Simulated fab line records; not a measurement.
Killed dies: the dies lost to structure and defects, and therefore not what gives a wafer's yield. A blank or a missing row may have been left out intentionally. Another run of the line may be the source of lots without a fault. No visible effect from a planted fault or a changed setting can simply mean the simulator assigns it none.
Chamber matching    flow n5-finfet    N5_BEOL_M2_STRIP_66 on rie-diel-05 has 4 sister chambers
The step strips in CF4. 20 wafers are shown with their chamber, then 10 later ones without.

WAFERS, EACH WITH ITS CHAMBER
wafer   chamber  drypump-motor-current-A (A)  showerhead-plenum-p-Torr (Torr)  throttle-valve-pct (%)
L074.3  2        5.2                          1.82                             13.16
L074.4  2        5.2                          1.82                             13.16
L074.5  3        4.9                          1.69                             13.57
L075.2  2        5.2                          1.82                             13.15
L075.4  3        4.8                          1.69                             13.58
L075.6  1        6.4                          1.73                             13.63
L078.1  1        6.4                          1.73                             13.67
L078.2  0        5.9                          1.75                             13.05
L078.6  1        6.4                          1.73                             13.65
L081.2  0        5.9                          1.75                             13.07
L081.4  2        5.2                          1.81                             13.18
L081.6  0        5.9                          1.75                             13.07
L083.3  2        5.2                          1.81                             13.21
L083.5  3        4.9                          1.69                             13.62
L083.6  2        5.2                          1.81                             13.22
L085.1  0        5.9                          1.75                             13.08
L085.3  3        4.9                          1.69                             13.62
L085.6  2        5.2                          1.81                             13.20
L087.1  0        5.9                          1.75                             13.11
L087.4  3        4.9                          1.69                             13.63

SIGNATURES, as means of the wafers listed above
reading                   chamber 0  chamber 1  chamber 2  chamber 3  scatter within a chamber
drypump-motor-current-A   5.900      6.400      5.200      4.880      0.0224
showerhead-plenum-p-Torr  1.7500     1.7300     1.8143     1.6900     0.00327
throttle-valve-pct        13.0760    13.6500    13.1829    13.6040    0.0252
Rule: a wafer lies at a distance from a chamber equal to the root of the sum of squares, over the readings, of (its reading less the chamber's mean, divided by the reading's scatter). The wafer belongs to the nearest chamber; if the next one is less than 2 further off, it can't be placed. The scatter: take each reading less its chamber's mean, square it, sum over the shown wafers, divide by the number of wafers less the number of chambers, and take the root.

WAFERS WHOSE CHAMBER IS MISSING
wafer   drypump-motor-current-A (A)  showerhead-plenum-p-Torr (Torr)  throttle-valve-pct (%)
L087.6  4.9                          1.69                             13.64
L091.4  5.2                          1.81                             13.22
L091.5  6.0                          1.75                             13.12
L091.6  4.9                          1.69                             13.64
L092.2  5.9                          1.74                             13.13
L092.3  4.9                          1.68                             13.66
L092.5  6.4                          1.72                             13.71
L097.1  5.9                          1.74                             13.18
L097.2  4.8                          1.68                             13.67
L097.6  5.2                          1.80                             13.26

THE CHAMBER EACH PASSED THROUGH
wafer   from the rows above  in truth
L087.6  3                    3
L091.4  2                    2
L091.5  0                    0
L091.6  3                    3
L092.2  0                    0
L092.3  3                    3
L092.5  1                    1
L097.1  0                    0
L097.2  3                    3
L097.6  2                    2
Correctly placed: 10 of 10. Can't be placed from these rows: 0. Placed wrongly: 0.
